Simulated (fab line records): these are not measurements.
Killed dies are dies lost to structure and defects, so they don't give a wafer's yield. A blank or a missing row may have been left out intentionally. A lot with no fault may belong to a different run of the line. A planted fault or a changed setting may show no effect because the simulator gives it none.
A single fault, viewed from 2 desks | flow nand harc | numbers are kept per desk, each desk with only its own; the story behind them comes last

## METROLOGY DESK
What the gauges read, lot by lot, whatever tool the lot ran on: means of the sampled wafers that have a number. The brackets show how far a lot's mean lies from the usual mean; more than 4 standard deviations puts the lot out of limits, marked OUT.
Columns: A = cd nm at NHARC_A_CONTACT_CD_MEAS_08, usual 199.7 nm
lot  | first seen here | A
L790 | day 23 10:02    | 199.0
L789 | day 23 11:24    | 199.6
L792 | day 23 20:34    | 199.7
L799 | day 26 08:50    | 200.0
L798 | day 26 11:22    | 199.8
L797 | day 26 22:46    | 199.7
L805 | day 28 15:28    | 199.1
L802 | day 29 04:35    | 199.6
L806 | day 29 18:48    | 198.9
L807 | day 30 06:54    | 198.9
L808 | day 30 09:06    | 200.6
L809 | day 30 23:07    | 199.7
L811 | day 31 17:49    | 200.6
Finding of this desk: none of the 13 lots has anything out of limits.

## FOR THE TOOL OWNER'S DESK: litho track-04
Per lot that ran on this tool, the mean of the sampled wafers carrying a number, from the tool's own readings at NHARC_A_CONTACT_SOFTBAKE_03 (time 55 s). The brackets show how far a lot's mean lies from the usual mean; more than 4 standard deviations puts the lot out of limits, marked OUT.
Columns: A = heater power total W at NHARC_A_CONTACT_SOFTBAKE_03, usual 188.45 W
lot  | first seen here | A
L790 | day 23 09:00    | 188.47
L789 | day 23 11:00    | 188.55
L792 | day 23 20:00    | 188.41
L798 | day 26 10:00    | 222.53 (+99 or more) OUT
L797 | day 26 22:00    | 222.62 (+99 or more) OUT
L806 | day 29 18:00    | 188.62
L807 | day 30 06:00    | 188.68
L808 | day 30 08:00    | 188.42
L811 | day 31 17:00    | 188.49
This desk's verdict: out of limits on L797, L798, starting with L798 at day 26 10:00 (heater power total W at NHARC_A_CONTACT_SOFTBAKE_03). L790, L789, L792, L806, L807, L808, L811: within limits.

## PUT TOGETHER
The tool owner's desk had the chance to raise an alarm at day 26 10:00 on L797, L798.
At the metrology desk, nothing out of limits was observed.
The metrology desk has L797, L798 on record, within its limits.
NHARC_A_CONTACT_SOFTBAKE_03 was run on litho track-04 by each of the lots named.

## WHAT THE SIMULATOR PUT IN
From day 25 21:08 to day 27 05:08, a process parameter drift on litho track-04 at NHARC_A_CONTACT_SOFTBAKE_03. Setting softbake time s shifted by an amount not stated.
Lots struck among those shown: L797, L798.
Each desk's first reading out of limits, in hours after the fault started: the tool owner's desk, 13.
